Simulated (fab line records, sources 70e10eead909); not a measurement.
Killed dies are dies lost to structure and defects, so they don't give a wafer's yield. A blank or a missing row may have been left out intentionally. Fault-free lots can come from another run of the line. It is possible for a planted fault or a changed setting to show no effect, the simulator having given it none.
Matching of chambers	flow nand harc	NHARC_A_BONDPAD_STRIP_15 on rie diel-08: 4 sister chambers
The step strips in O2. 7 wafers are shown with their chamber, then 7 later ones without.

EACH WAFER AND ITS CHAMBER
wafer	chamber	showerhead plenum p Torr (Torr)	oes product au (a.u.)
L086.1	1	3.42	0.994
L086.5	0	3.42	1.003
L087.1	2	3.45	1.000
L087.4	3	3.39	1.011
L087.6	3	3.39	1.000
L092.1	2	3.44	1.008
L092.4	0	3.41	1.002

WAFERS MISSING THEIR CHAMBER
wafer	showerhead plenum p Torr (Torr)	oes product au (a.u.)
L092.5	3.44	0.998
L094.2	3.41	1.004
L094.3	3.39	1.005
L094.5	3.41	0.998
L096.2	3.44	1.008
L096.4	3.39	1.011
L096.5	3.41	1.010

WHICH CHAMBER EACH WENT THROUGH
wafer	from the rows above	in truth
L092.5	2	2
L094.2	can't be placed: 0 or 1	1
L094.3	3	3
L094.5	can't be placed: 0 or 1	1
L096.2	2	2
L096.4	3	3
L096.5	can't be placed: 0 or 1 or 3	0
Correct placement for 4 of the 7. Not placeable from these rows: 3 (in 3, the candidates include the true chamber). Wrongly placed: 0.
How it was worked out, from the rows above alone: a wafer's distance from a chamber is the root of the sum, over the readings, of the square of ((its reading less the chamber's mean) divided by the reading's scatter). If the next closest chamber is less than 2 further off than the closest, the wafer can't be placed; otherwise it belongs to the closest. For every chamber, the mean is computed from those of its wafers that are shown. The scatter: the root of (the sum of the squares of (reading less its chamber's mean) over the shown wafers, divided by (wafers less chambers)).
